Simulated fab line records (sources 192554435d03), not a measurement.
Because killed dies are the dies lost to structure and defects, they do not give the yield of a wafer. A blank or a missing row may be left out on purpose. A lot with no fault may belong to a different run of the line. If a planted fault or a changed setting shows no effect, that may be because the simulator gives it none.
Problem report, 8D (eight disciplines) form, completed by code	flow n5-finfet	the parts of the form that need people (team, actions taken, sign-off) are left out

## 1. WHAT WENT WRONG
CJ_P at N5_BEOL_M4_RC_MEAS_101 reads a mean of 4.33 on 2 wafers of 1 lot; wafers without a fault read 5.82 with a standard deviation of 0.15. Measured from the usual mean, that is -9.9 standard deviations.
Seen first at day 13 02:11 on prober-02, wafer L951.2. At this step, 27 wafers from 9 lots have a number in the record. Rule for "out" (also "out of limits"): further than 4 standard deviations from the usual mean. All remaining wafers that have a number are taken as sound.

## 2. WHAT IT IS, WHAT IT ISN'T
question	is	is not
which readings at this step	CJ_P, CJ_N, RS_PWELL	DIBL_N, DIBL_P, IOFF_N, IOFF_P, ION_N, ION_P, SS_N, SS_P, VT_N, VT_P
which lots	L951	L939, L940, L941, L942, L943, L945, L947, L950
which wafers of those lots	L951.2, L951.3	L951.4
read on which gauges	prober-02	prober-01
when	from day 13 02:11	up to then (25 sound wafers)

## 3. SUSPECTS, AND WHAT RULES EACH OUT
Counting: if a tool at a process step up to the reading ran every lot that is out, it stays a suspect. Sound lots after the first of them don't rule it out here, since some wafers of a struck lot are sound.
- the gauge at N5_BEOL_M4_RC_MEAS_101: kept. All the wafers that are out were read on prober-02, and no step on other tools shows them out.
- pecvd-01 at N5_ZERO_LAYER_PECVD_02 (deposits SiO2 from SiH4/N2O, target thk 10 nm, time 6 s): kept. L951, the lot that is out, went through it at day 4 12:17; up to then, the latest sound lot through it was L950 at day 4 06:18.
- pvd-sputter-01 at N5_BEOL_M4_SPUTTER_92 (material Cu, target thk 4.5 nm, time 8.29 s): kept. L951, the lot that is out, went through it at day 13 00:29; up to then, the latest sound lot through it was L947 at day 11 13:07.
- cvd-co-02 at N5_BEOL_M4_PRE_CLEAN_60 (time 15 s): kept. L951, the lot that is out, went through it at day 13 01:46; up to then, the latest sound lot through it was L947 at day 11 14:22.
Left after counting: pecvd-01 at N5_ZERO_LAYER_PECVD_02, pvd-sputter-01 at N5_BEOL_M4_SPUTTER_92, cvd-co-02 at N5_BEOL_M4_PRE_CLEAN_60, prober-02 at N5_BEOL_M4_RC_MEAS_101.

## 4. THE CAUSE (what the simulator had put in)
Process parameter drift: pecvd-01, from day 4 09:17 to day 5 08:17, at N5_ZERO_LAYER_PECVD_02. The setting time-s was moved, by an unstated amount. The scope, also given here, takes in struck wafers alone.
After counting, 4 suspects remain, this tool included.

## 5. SEQUENCE OF EFFECTS, ordered by route
Each row: a reading where the mean over the struck wafers with a number is more than 3 standard deviations away from the usual. Only readings for which the record gives a usual standard deviation are gone through. hours: the time from each lot's start at the first step in this table that gives one to its start at this step, as a median over the lots. sigmas: the change in usual standard deviations.
hours	step	reading	usual	on struck wafers	change	sigmas
0	N5_BEOL_M4_RC_MEAS_101	CJ_N	4.34	4.90	+0.56	+7.2
0	N5_BEOL_M4_RC_MEAS_101	CJ_P	5.82	4.33	-1.49	-9.9
0	N5_BEOL_M4_RC_MEAS_101	RS_PWELL	3004 ohm/sq	3124	+120	+5.5

## 6. HOW IT WOULD HAVE BEEN CAUGHT EARLIER
In this record the first reading out of limits at a measuring or inspecting step was taken at day 13 02:11, 209 hours after the fault began at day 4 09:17.
Of the tool readings at N5_ZERO_LAYER_PECVD_02 for which the record gives a usual standard deviation, none was out on any struck wafer, so an alarm limit of 4 standard deviations on them would not have fired.
Lots out: 1; all had begun N5_ZERO_LAYER_PECVD_02 on pecvd-01 by day 13 02:11. None of them would have been spared by holding the tool at that moment.
